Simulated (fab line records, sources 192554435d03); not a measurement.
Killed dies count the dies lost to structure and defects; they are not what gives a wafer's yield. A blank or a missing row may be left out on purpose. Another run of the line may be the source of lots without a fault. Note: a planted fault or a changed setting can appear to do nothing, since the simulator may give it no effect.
One fault seen from 3 desks    flow n5Finfet    what lay behind the numbers comes last; until then each desk has only its own

## FROM THE METROLOGY DESK
What the gauges read, lot by lot, whatever tool the lot ran on: means of the sampled wafers that have a number. Marked OUT: a lot whose mean sits more than 4 standard deviations from the usual mean, which makes it out of limits; the brackets give that distance.
Columns: A = M14_OVL at N5_BEOL_M14_OVL_MEAS_29, usual 0 nm
lot   first seen here  A
L888  day 10 17:58     -2
L887  day 11 09:57     1
L890  day 11 10:13     -1
L891  day 12 03:16     2
L893  day 12 08:53     3
L894  day 12 13:05     4
L902  day 15 05:24     -1
L901  day 15 05:38     2
L903  day 15 12:35     -0
L906  day 16 03:10     -3
L905  day 16 04:02     -6
L908  day 16 05:31     2
L910  day 17 15:59     5
Result from this desk: across the 13 lots, nothing is out of limits.

## DESK OF THE TOOL OWNER: lithoTrack-01
The tool's own readings at N5_BEOL_M14_COAT_66 (time 60 s, resist thk 110 nm): means of the sampled wafers that have a number, for each lot that ran on this tool. Marked OUT: a lot whose mean sits more than 4 standard deviations from the usual mean, which makes it out of limits; the brackets give that distance.
Columns: A = dispensePressureKPa at N5_BEOL_M14_COAT_66, usual 47.4 kPa; B = spinSpeedRpm at N5_BEOL_M14_COAT_66, usual 1500.2 rpm
lot   first seen here  A     B
L888  day 10 17:32     47.0  1500.0
L891  day 12 02:57     47.0  1565.3 (+69) OUT
L893  day 12 08:26     47.0  1566.1 (+70) OUT
L894  day 12 12:39     47.0  1566.2 (+70) OUT
L901  day 15 05:11     47.0  1500.2
L903  day 15 12:08     47.0  1501.2
L906  day 16 02:43     47.0  1499.2
L910  day 17 15:40     47.0  1500.2
Finding of this desk: L891, L893, L894 out of limits; the first was L891 at day 12 02:57, on spinSpeedRpm at N5_BEOL_M14_COAT_66. L888, L901, L903, L906, L910 stayed within limits.

## THE DEFECT DESK
Per lot, the means of the sampled wafers with a number show what the inspections along the route counted. Marked OUT: a lot whose mean sits more than 4 standard deviations from the usual mean, which makes it out of limits; the brackets give that distance.
Columns: A = rawDefectCount at N5_BEOL_M13_INSPECT_55, usual 66; B = rawDefectCount at N5_BEOL_M14_INSPECT_30, usual 2.2
lot   first seen here  A   B
L888  day 10 16:26     45  1.7
L887  day 11 08:29     63  2.7
L890  day 11 08:38     54  2.3
L891  day 12 01:43     64  0.7
L893  day 12 07:13     60  3.7
L894  day 12 11:23     81  2.0
L902  day 15 03:49     55  2.0
L901  day 15 04:06     68  2.3
L903  day 15 10:50     65  1.7
L906  day 16 01:37     41  2.3
L905  day 16 02:29     39  1.3
L908  day 16 03:47     45  2.0
L910  day 17 14:34     90  2.7
Result from this desk: across the 13 lots, nothing is out of limits.

## ALL TOGETHER
At day 12 02:57, on L891, L893, L894, the tool owner's desk was in a position to raise an alarm.
Nothing out of limits was seen by the metrology desk.
The defect desk saw nothing out of limits.
The metrology desk has L891, L893, L894 on record, within its limits.
The defect desk has L891, L893, L894 on record, within its limits.
Every lot named ran N5_BEOL_M14_COAT_66 on lithoTrack-01.

## WHAT THE SIMULATOR PUT IN
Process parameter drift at N5_BEOL_M14_COAT_66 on lithoTrack-01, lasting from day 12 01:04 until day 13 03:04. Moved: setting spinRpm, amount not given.
Shown lots that were struck: L891, L893, L894.
Time in hours from fault onset to the first out-of-limits reading at each desk: the tool owner's desk, 2.
